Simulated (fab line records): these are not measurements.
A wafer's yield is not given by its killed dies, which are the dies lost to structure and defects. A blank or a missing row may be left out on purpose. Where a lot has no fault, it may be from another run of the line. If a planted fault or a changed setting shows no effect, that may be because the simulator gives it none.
fab line records | flow n5Finfet
[record] lots = 5 | wafers = 15 | lastDay = 17
route steps=1938 shown BEOL_M12@1604 PASSIVATION@1936
lots that met no fault: taken from a fault-free run of the same line
startH: hours from the record's opening day to when the first of the lot's shown wafers began | waitH: how many hours have passed since the lot's step before this one | " same as the row above | L1.1+2: a single row standing in for several wafers | - no value present, or no start provided | * or withheld: withheld | < > ~ a bound
route shown NAME@n: names a module that has steps shown in the file, with the first one's number in the route | usual: mean/standard deviation taken from wafers without a fault | same: alike in all rows | chamber/n: place in a boat | sites: each site's reading | _std_site: standard deviation of those values | _edge_site: mean of outer sites minus mean of inner sites | radiusMm: for every site, how far away it sits from the centre of the wafer | mask NAME#n: copy n | behind: tool/chamber where the wafer was last shaped | hold: what put the lot on hold/how long, in hours/how the hold closed | device: whichever transistor did not switch (one of n, p or np) | end of line: at the end of the route, the tests of the same wafers | for a step that has no rows: nothing shown but its recipe | killed: the dies lost at the first sort to structure and to defects; this is not the yield of the wafer | map: a wafer's dies, marking killed ones x, the rest . and places with no die _
set.NAME: setting as actually run; set.NAME@STEP: the setting as run at that earlier step | model.NAME: the simulator's own value behind a step, which no gauge read
certain route steps with their lots: each step a table, each wafer a row
services: the hour from which a tool's chamber was out of use, counted from the record's first day as startH (under 0 if before that day), plus the number of hours and why
[[steps]]
[step N5_BEOL_M12_COAT_58]
[recipe] resist = BARC | tempC = 205 | timeS = 60 | spinRpm = 1500 | resistThkNm = 89
[step N5_BEOL_M12_COAT_04]
[recipe] spinRpm = 1625 | resistThkNm = 400
[step N5_BEOL_M12_EBR_06]
[recipe] solvent = PGMEA | ebrWidthMm = 1.5
[step N5_BEOL_M12_SOFTBAKE_05]
[recipe] tempC = 130 | timeS = 60
[step N5_BEOL_M12_EXPOSE_07]
[recipe] maskId = V11 | na = 0.93 | sourceShape = conventional | sigmaOuter = 0.6 | polarization = unpolarized | attpsmPhaseDeg = 180 | doseMj = 32.5
[step N5_BEOL_M12_PEB_08]
[recipe] pebTempC = 130 | pebTimeS = 90
[step N5_BEOL_M12_DEVELOP_09]
[recipe] developTimeS = 45 | rinseLiquid = diw | dry = airSpin | devTempC = 21
[step N5_BEOL_M12_HARDBAKE_14]
[recipe] tempC = 130 | timeS = 120
[step N5_BEOL_M12_CD_MEAS_10]
[recipe] targetCdNm = 140 | landingEnergyEv = 500 | detector = seInlens | polarity = opening
[usual] cdNm = 140.3/2
lot.wafer | tool     | chamber | startH | waitH | cdNm
L221.1    | cdSem-01 | 0       | 238.43 | -     | 138.7
L221.3    | "        | 0       | "      | "     | 139.1
L221.4    | "        | 0       | "      | "     | 140.7
L235.1    | cdSem-02 | 0       | 326.74 | -     | 140.3
L235.3    | "        | 0       | "      | "     | 137.2
L235.4    | "        | 0       | "      | "     | 137.2
L238.1    | cdSem-02 | 0       | 334.96 | -     | 141.6
L238.3    | "        | 0       | "      | "     | 139.0
L238.4    | "        | 0       | "      | "     | 139.2
L240.3    | cdSem-02 | 0       | 349.19 | -     | 139.4
L240.4    | "        | 0       | "      | "     | 139.5
L240.5    | "        | 0       | "      | "     | 140.9
L239.1    | cdSem-02 | 0       | 352.57 | -     | 141.0
L239.2    | "        | 0       | "      | "     | 142.2
L239.3    | "        | 0       | "      | "     | 142.9
[step N5_BEOL_M12_OVL_MEAS_11]
[recipe] pointsPerWafer = 44
[usual] V11_OVL = -1/6.7
lot.wafer | tool       | chamber | startH | waitH | V11_OVL[nm]
L221.1    | overlay-02 | 0       | 238.46 | 0.0   | -7
L221.3    | "          | 0       | "      | "     | -4
L221.4    | "          | 0       | "      | "     | -3
L235.1    | overlay-02 | 0       | 326.77 | 0.0   | 5
L235.3    | "          | 0       | "      | "     | 7
L235.4    | "          | 0       | "      | "     | -12
L238.1    | overlay-02 | 0       | 334.99 | 0.0   | -13
L238.3    | "          | 0       | "      | "     | -4
L238.4    | "          | 0       | "      | "     | -5
L240.3    | overlay-01 | 0       | 349.22 | 0.0   | -2
L240.4    | "          | 0       | "      | "     | -11
L240.5    | "          | 0       | "      | "     | -6
L239.1    | overlay-02 | 0       | 352.60 | 0.0   | -11
L239.2    | "          | 0       | "      | "     | -1
L239.3    | "          | 0       | "      | "     | -3
[step N5_BEOL_M12_INSPECT_12]
[recipe] mode = adi | inspectInstrument = macro
[usual] rawDefectCount = 2.0/1.4
lot.wafer | tool             | chamber | startH | waitH | rawDefectCount
L221.1    | defectInspect-02 | -       | 238.49 | 0.0   | 4
L221.3    | "                | -       | "      | "     | 5
L221.4    | "                | -       | "      | "     | 3
L235.1    | defectInspect-02 | -       | 326.79 | 0.0   | 6
L235.3    | "                | -       | "      | "     | 1
L235.4    | "                | -       | "      | "     | 0
L238.1    | defectInspect-01 | -       | 335.01 | 0.0   | 0
L238.3    | "                | -       | "      | "     | 0
L238.4    | "                | -       | "      | "     | 0
L240.3    | defectInspect-02 | -       | 349.24 | 0.0   | 0
L240.4    | "                | -       | "      | "     | 2
L240.5    | "                | -       | "      | "     | 1
L239.1    | defectInspect-02 | -       | 352.62 | 0.0   | 4
L239.2    | "                | -       | "      | "     | 1
L239.3    | "                | -       | "      | "     | 1
[step N5_BEOL_M12_DESCUM_15]
[recipe] chemistry = O2 | timeS = 7.9 | sourcePowerW = 50 | biasPowerW = 20 | pressureMtorr = 20 | rfFrequencyHz = 2.712e+07 | tempC = 40 | o2FlowSccm = 225
[usual] drypumpMotorCurrentA = 5.6/0.56 | oesProductAu = 0.83/0.08 | rfVppV = 243.3/1.3 | showerheadPlenumPTorr = 2.11/0.08 | throttleValvePct = 20.28/0.3
lot.wafer | tool       | chamber | startH | waitH | drypumpMotorCurrentA | oesProductAu | rfHoursCounterH | rfVppV | showerheadPlenumPTorr | throttleValvePct
L221.1    | rieDiel-05 | 2       | 238.54 | 0.1   | 5.6                  | 0.76         | 135             | 242.6  | 2.10                  | 20.36
L221.3    | "          | 3       | "      | "     | 5.4                  | 0.94         | 8               | 241.1  | 2.07                  | 20.11
L221.4    | "          | 0       | "      | "     | 5.2                  | 0.78         | 130             | 242.8  | 2.01                  | 20.19
L235.1    | rieDiel-05 | 1       | 326.82 | 0.0   | 4.8                  | 0.84         | 73              | 242.2  | 2.04                  | 19.87
L235.3    | "          | 3       | "      | "     | 5.4                  | 0.88         | 40              | 242.4  | 2.06                  | 20.17
L235.4    | "          | 3       | "      | "     | 5.4                  | 0.88         | -               | 243.3  | 2.06                  | 20.17
L238.1    | rieDiel-06 | 2       | 335.05 | 0.0   | 6.5                  | 0.94         | 14              | 245.5  | 2.25                  | 20.86
L238.3    | "          | 0       | "      | "     | 5.0                  | 0.82         | 107             | 243.1  | 2.20                  | 20.18
L238.4    | "          | 3       | "      | "     | 6.6                  | 0.99         | 7               | 245.4  | 2.17                  | 20.48
L240.3    | rieDiel-02 | 1       | 349.28 | 0.0   | 6.0                  | 0.88         | 21              | 243.4  | 2.14                  | 20.33
L240.4    | "          | 0       | "      | "     | 5.7                  | 0.76         | 133             | 242.4  | 2.02                  | 20.18
L240.5    | "          | 0       | "      | "     | 5.7                  | 0.76         | -               | 242.0  | 2.02                  | 20.18
L239.1    | rieDiel-02 | 2       | 352.66 | 0.0   | 5.4                  | 0.81         | 102             | 244.9  | 2.22                  | 20.18
L239.2    | "          | 1       | "      | "     | 6.0                  | 0.88         | 22              | 243.1  | 2.14                  | 20.32
L239.3    | "          | 0       | "      | "     | 5.7                  | 0.77         | 134             | 242.9  | 2.02                  | 20.19
[step N5_BEOL_M12_ETCH_59]
[recipe] chemistry = N2/H2 | target = BARC | targetDepthA = 890 | overetchA = 267 | timeS = 67.9 | ionEnergyEv = 200 | pressureMtorr = 30 | sourceW = 840 | biasW = 150 | n2FlowSccm = 200 | h2FlowSccm = 200
[usual] drypumpMotorCurrentA = 5.6/0.56 | h2FlowSccm = 200.1/0.59 | n2FlowSccm = 199.9/0.63 | oesProductAu = 0.71/0.064 | rfVppV = 524.3/2.7 | showerheadPlenumPTorr = 2.55/0.089 | throttleValvePct = 17.65/0.26
lot.wafer | tool       | chamber | startH | waitH | drypumpMotorCurrentA | h2FlowSccm | n2FlowSccm | oesProductAu | rfHoursCounterH | rfVppV | showerheadPlenumPTorr | throttleValvePct
L221.1    | rieDiel-05 | 2       | 238.57 | 0.0   | 5.6                  | 199.8      | 199.8      | 0.66         | 135             | 523.0  | 2.55                  | 17.77
L221.3    | "          | 3       | "      | "     | 5.4                  | 200.0      | 201.2      | 0.80         | 8               | 523.9  | 2.51                  | 17.50
L221.4    | "          | 0       | "      | "     | 5.3                  | 199.5      | 199.4      | 0.66         | 130             | 520.7  | 2.45                  | 17.74
L235.1    | rieDiel-05 | 1       | 326.86 | 0.0   | 4.9                  | 200.2      | 199.2      | 0.71         | 73              | 521.4  | 2.47                  | 17.26
L235.3    | "          | 3       | "      | "     | 5.4                  | 179.8      | 201.1      | 0.75         | 40              | 522.2  | 2.43                  | 17.03
L235.4    | "          | 3       | "      | "     | 5.4                  | 180.2      | 199.2      | 0.75         | -               | 523.5  | 2.43                  | 17.02
L238.1    | rieDiel-06 | 2       | 335.08 | 0.0   | 6.5                  | 200.5      | 200.1      | 0.79         | 15              | 528.0  | 2.70                  | 18.04
L238.3    | "          | 0       | "      | "     | 5.0                  | 199.8      | 200.7      | 0.70         | 107             | 526.2  | 2.68                  | 17.58
L238.4    | "          | 3       | "      | "     | 6.6                  | 200.7      | 199.9      | 0.83         | 7               | 526.6  | 2.58                  | 17.60
L240.3    | rieDiel-02 | 1       | 349.31 | 0.0   | 6.0                  | 200.2      | 198.9      | 0.76         | 21              | 525.0  | 2.60                  | 17.75
L240.4    | "          | 0       | "      | "     | 5.7                  | 200.7      | 200.3      | 0.65         | 133             | 521.4  | 2.44                  | 17.51
L240.5    | "          | 0       | "      | "     | 5.7                  | 201.3      | 200.7      | 0.66         | -               | 520.8  | 2.44                  | 17.50
L239.1    | rieDiel-02 | 2       | 352.69 | 0.0   | 5.4                  | 199.9      | 199.0      | 0.69         | 102             | 526.5  | 2.66                  | 17.42
L239.2    | "          | 1       | "      | "     | 6.0                  | 199.2      | 201.0      | 0.75         | 22              | 525.6  | 2.60                  | 17.75
L239.3    | "          | 0       | "      | "     | 5.7                  | 201.3      | 199.4      | 0.66         | 134             | 520.9  | 2.44                  | 17.49
[step N5_BEOL_M12_VIA_ETCH_16]
[recipe] chemistry = C4F8/O2/Ar | target = SiOC | pressureMtorr = 30 | sourceW = 3000 | biasW = 700 | Ar_flow_sccm = 400 | C4F8_flow_sccm = 15 | O2_flow_sccm = 8 | heInnerTorr = 15 | heOuterTorr = 30 | targetDepthA = 7248 | timeS = withheld | ionEnergyEv = 250 | ends = cleared
[usual] drypumpMotorCurrentA = 5.6/0.56 | mfcArSccm = 399.9/1.2 | oesProductAu = 0.75/0.071 | rfVppV = 666/3.2 | showerheadPlenumPTorr = 3.43/0.11 | throttleValvePct = 24.0/0.31
lot.wafer | tool       | chamber | startH | waitH | drypumpMotorCurrentA | mfcArSccm | oesProductAu | rfVppV | showerheadPlenumPTorr | throttleValvePct
L221.1    | rieDiel-05 | 2       | 238.62 | 0.0   | 5.6                  | 399.2     | 0.68         | 665    | 3.45                  | 24.2
L221.3    | "          | 3       | "      | "     | 5.4                  | 398.3     | 0.83         | 663    | 3.38                  | 23.9
L221.4    | "          | 0       | "      | "     | 5.3                  | 400.2     | 0.70         | 662    | 3.33                  | 24.1
L235.1    | rieDiel-05 | 1       | 326.91 | 0.0   | 4.9                  | 400.0     | 0.75         | 663    | 3.31                  | 23.5
L235.3    | "          | 3       | "      | "     | 5.4                  | 401.7     | 0.78         | 664    | 3.36                  | 23.9
L235.4    | "          | 3       | "      | "     | 5.4                  | 400.6     | 0.78         | 662    | 3.36                  | 24.0
L238.1    | rieDiel-06 | 2       | 335.13 | 0.0   | 6.5                  | 398.7     | 0.84         | 672    | 3.65                  | 24.6
L238.3    | "          | 0       | "      | "     | 5.0                  | 400.2     | 0.73         | 670    | 3.58                  | 23.9
L238.4    | "          | 3       | "      | "     | 6.7                  | 400.3     | 0.89         | 668    | 3.47                  | 24.0
L240.3    | rieDiel-02 | 1       | 349.36 | 0.0   | 6.0                  | 399.6     | 0.79         | 669    | 3.47                  | 24.0
L240.4    | "          | 0       | "      | "     | 5.7                  | 400.1     | 0.69         | 661    | 3.31                  | 23.9
L240.5    | "          | 0       | "      | "     | 5.7                  | 401.3     | 0.69         | 662    | 3.31                  | 23.9
L239.1    | rieDiel-02 | 2       | 352.74 | 0.0   | 5.3                  | 400.3     | 0.73         | 670    | 3.54                  | 23.6
L239.2    | "          | 1       | "      | "     | 6.0                  | 401.2     | 0.80         | 668    | 3.47                  | 24.0
L239.3    | "          | 0       | "      | "     | 5.7                  | 401.8     | 0.69         | 662    | 3.31                  | 23.9
[step N5_PASSIVATION_PROBE_49]
[usual] defectLimitedYield = 91.2/1.6 | killed_at_M0_to_M3 = 34/11 | killed_at_M4_up = 14/5.7 | killedAtContacts = 14/6.6 | killedAtFrontEnd = 37/10 | killedAtOther = 4/3.2 | killedDies = 104/19 | killedOpen = 69/13 | killedShort = 33/8.7 | sort_bin_5_function = 5.1/1 | sort_bin_6_memory = 3.3/0.76 | sort_bin_8_speed = 0.00/0.016 | sortNPass = 1076/19 | sortYieldPct = 91.2/1.6
[same] grossDies = 1180 | killedAtBackSide = 0 | sort_bin_4_leakage[%] = 0
lot.wafer | tool      | chamber | startH | waitH | defectLimitedYield[%] | killed_at_M0_to_M3 | killed_at_M4_up | killedAtContacts | killedAtFrontEnd | killedAtOther | killedDies | killedOpen | killedShort | sort_bin_5_function[%] | sort_bin_6_memory[%] | sort_bin_8_speed[%] | sortNPass | sortYieldPct[%]
L221.1    | prober-02 | -       | 273.78 | 0.0   | 89.2                  | 39                 | 11              | 17               | 55               | 6             | 128        | 80         | 48          | 6.3                    | 4.2                  | 0                   | 1052      | 89.2
L221.3    | prober-02 | -       | 273.88 | 0.1   | 90.0                  | 39                 | 18              | 16               | 43               | 2             | 118        | 85         | 31          | 5.5                    | 4.2                  | 0                   | 1062      | 90.0
L221.4    | prober-02 | -       | 273.93 | 0.2   | 91.3                  | 40                 | 15              | 13               | 32               | 3             | 103        | 68         | 33          | 4.9                    | 3.5                  | 0                   | 1077      | 91.3
L235.1    | prober-02 | -       | 366.69 | 0.0   | 89.4                  | 50                 | 12              | 14               | 41               | 8             | 125        | 87         | 35          | 6.6                    | 3.8                  | 0                   | 1055      | 89.4
L235.3    | prober-02 | -       | 366.79 | 0.1   | 88.7                  | 59                 | 23              | 15               | 31               | 5             | 133        | 87         | 45          | 6.2                    | 4.6                  | 0.08                | 1047      | 88.7
L235.4    | prober-02 | -       | 366.84 | 0.2   | 87.2                  | 47                 | 12              | 21               | 61               | 10            | 151        | 101        | 48          | 7.8                    | 4.7                  | 0                   | 1029      | 87.2
L238.1    | prober-02 | -       | 379.08 | 0.0   | 91.6                  | 36                 | 15              | 6                | 39               | 3             | 99         | 71         | 27          | 4.8                    | 3.3                  | 0                   | 1081      | 91.6
L238.3    | prober-02 | -       | 379.18 | 0.1   | 92.2                  | 40                 | 14              | 5                | 31               | 2             | 92         | 71         | 21          | 5.0                    | 2.5                  | 0                   | 1088      | 92.2
L238.4    | prober-02 | -       | 379.23 | 0.2   | 91.7                  | 40                 | 5               | 16               | 37               | 0             | 98         | 60         | 35          | 5.2                    | 2.9                  | 0                   | 1082      | 91.7
L240.3    | prober-01 | -       | 390.11 | 0.1   | 91.4                  | 49                 | 15              | 17               | 21               | 0             | 102        | 70         | 30          | 5.3                    | 3.1                  | 0                   | 1078      | 91.4
L240.4    | prober-01 | -       | 390.16 | 0.2   | 89.3                  | 41                 | 16              | 32               | 35               | 2             | 126        | 91         | 34          | 6.4                    | 4.2                  | 0                   | 1054      | 89.3
L240.5    | prober-01 | -       | 390.21 | 0.2   | 89.8                  | 44                 | 18              | 28               | 29               | 1             | 120        | 79         | 35          | 5.4                    | 4.2                  | 0                   | 1060      | 89.8
// killed by level:class
L221.1 STI_FIN_REVEAL:geometricParticle:open=15 MOL_CONTACT_COAG:geometricParticle:open=15 FIN_SAQP:geometricParticle:short=12 FIN_SAQP:geometricParticle:open=9 BEOL_M0_SAQP:geometricParticle:open=9 BEOL_M0_SAQP:geometricParticle:short=9 BEOL_M2:geometricParticle:open=7 STI_FIN_REVEAL:geometricParticle:short=4
L221.3 FIN_SAQP:geometricParticle:open=12 MOL_CONTACT_COAG:geometricParticle:open=12 BEOL_M1:geometricParticle:open=9 BEOL_M2:geometricParticle:open=9 BEOL_M0_SAQP:geometricParticle:open=7 STI_FIN_REVEAL:geometricParticle:open=6 DUMMY_GATE:geometricParticle:open=5 GATE_CUT:geometricParticle:short=4
L221.4 MOL_CONTACT_COAG:geometricParticle:open=11 BEOL_M0_SAQP:geometricParticle:short=11 BEOL_M2:geometricParticle:open=10 FIN_SAQP:geometricParticle:short=9 FIN_SAQP:geometricParticle:open=9 BEOL_M4:geometricParticle:open=8 BEOL_M0_SAQP:geometricParticle:open=6 STI_FIN_REVEAL:geometricParticle:open=4
L235.1 MOL_CONTACT_COAG:geometricParticle:open=13 STI_FIN_REVEAL:geometricParticle:open=12 BEOL_M3:geometricParticle:open=12 BEOL_M0_SAQP:geometricParticle:open=10 BEOL_M0_SAQP:geometricParticle:short=9 BEOL_M4:geometricParticle:open=9 FIN_SAQP:geometricParticle:open=7 BEOL_M2:geometricParticle:open=6
L235.3 BEOL_M0_SAQP:geometricParticle:open=18 BEOL_M0_SAQP:geometricParticle:short=16 BEOL_M4:geometricParticle:open=15 MOL_CONTACT_COAG:geometricParticle:open=12 STI_FIN_REVEAL:geometricParticle:open=7 FIN_SAQP:geometricParticle:short=6 BEOL_M2:geometricParticle:open=6 BEOL_M3:geometricParticle:open=6
L235.4 MOL_CONTACT_COAG:geometricParticle:open=19 BEOL_M0_SAQP:geometricParticle:open=13 BEOL_M1:geometricParticle:open=13 GATE_CUT:geometricParticle:open=9 FIN_SAQP:geometricParticle:open=8 STI_FIN_REVEAL:geometricParticle:open=8 BEOL_M4:geometricParticle:open=8 BEOL_M1:geometricParticle:short=7
L238.1 BEOL_M2:geometricParticle:open=11 BEOL_M3:geometricParticle:open=9 FIN_SAQP:geometricParticle:open=8 FIN_SAQP:geometricParticle:short=8 BEOL_M1:geometricParticle:open=6 GATE_CUT:geometricParticle:short=5 BEOL_M4:geometricParticle:open=5 BEOL_M7:geometricParticle:open=5
L238.3 BEOL_M3:geometricParticle:open=13 FIN_SAQP:geometricParticle:open=9 BEOL_M1:geometricParticle:open=8 BEOL_M0_SAQP:geometricParticle:open=7 BEOL_M8:geometricParticle:open=5 DUMMY_GATE:geometricParticle:open=4 MOL_CONTACT_COAG:geometricParticle:open=4 BEOL_M0_SAQP:geometricParticle:short=4
L238.4 MOL_CONTACT_COAG:geometricParticle:open=14 BEOL_M3:geometricParticle:open=9 BEOL_M0_SAQP:geometricParticle:short=8 BEOL_M2:geometricParticle:open=7 FIN_SAQP:geometricParticle:open=6 STI_FIN_REVEAL:geometricParticle:short=5 GATE_CUT:geometricParticle:open=5 FIN_SAQP:geometricParticle:short=4
L240.3 BEOL_M3:geometricParticle:open=14 MOL_CONTACT_COAG:geometricParticle:open=11 BEOL_M0_SAQP:geometricParticle:short=10 BEOL_M1:geometricParticle:open=8 STI_FIN_REVEAL:geometricParticle:open=7 MOL_CONTACT_COAG:geometricParticle:short=6 BEOL_M0_SAQP:geometricParticle:open=6 BEOL_M2:geometricParticle:open=6
L240.4 MOL_CONTACT_COAG:geometricParticle:open=24 STI_FIN_REVEAL:geometricParticle:open=14 BEOL_M3:geometricParticle:open=12 MOL_CONTACT_COAG:geometricParticle:short=8 BEOL_M0_SAQP:geometricParticle:open=7 BEOL_M0_SAQP:geometricParticle:short=6 BEOL_M0:geometricParticle:open=5 BEOL_M1:geometricParticle:open=5
L240.5 MOL_CONTACT_COAG:geometricParticle:open=19 BEOL_M0_SAQP:geometricParticle:open=15 STI_FIN_REVEAL:geometricParticle:open=12 BEOL_M0_SAQP:geometricParticle:short=11 MOL_CONTACT_COAG:geometricParticle:short=9 BEOL_M3:geometricParticle:open=6 FIN_SAQP:geometricParticle:open=5 BEOL_M1:geometricParticle:open=5
[[services]]
tool       | chamber | startH | hours | kind
rieDiel-06 | 1       | 223.23 | -     | clean
rieDiel-06 | 1       | 223.23 | -     | consumableReplace:focusRing
rieDiel-06 | 1       | 223.23 | 18.1  | scheduledDown
rieDiel-06 | 1       | 223.23 | 18.1  | ventCycle
rieDiel-05 | -       | 250.18 | 0.4   | repair
rieDiel-02 | 1       | 268.76 | -     | clean
rieDiel-02 | 1       | 268.76 | -     | consumableReplace:focusRing
rieDiel-02 | 1       | 268.76 | 20.5  | scheduledDown
rieDiel-02 | 1       | 268.76 | 20.5  | ventCycle
rieDiel-06 | 2       | 280.14 | -     | clean
rieDiel-06 | 2       | 280.14 | -     | consumableReplace:focusRing
rieDiel-06 | 2       | 280.14 | -     | consumableReplace:showerhead
rieDiel-06 | 2       | 280.14 | 20.4  | scheduledDown
rieDiel-06 | 2       | 280.14 | 20.4  | ventCycle
rieDiel-06 | 3       | 300.71 | -     | clean
rieDiel-06 | 3       | 300.71 | -     | consumableReplace:focusRing
rieDiel-06 | 3       | 300.71 | 15.2  | scheduledDown
rieDiel-06 | 3       | 300.71 | 15.2  | ventCycle
rieDiel-05 | 2       | 325.98 | 13.5  | repair
rieDiel-05 | -       | 330.64 | 3.9   | repair
rieDiel-05 | 3       | 336.29 | 3.1   | repair
[[key]]
[firstSign] step = N5_BEOL_M12_ETCH_59 | reading = h2FlowSccm | direction = down | sigmas = 34 | usual = 200.1 | struck = 180.0
effect none on later readings
metAt N5_BEOL_M12_ETCH_59
struckWafers L235.3,L235.4
onsetBetween 238.57 326.86
[fault] kind = processParameterDrift | tool = rieDiel-05 | chamber = 3 | onsetH = 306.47 | steps = N5_BEOL_M12_ETCH_59 | channel = h2FlowSccm | offset = -20 | shape = step | endH = 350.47 | actsIn = theseRecipesOnly | stated = 200
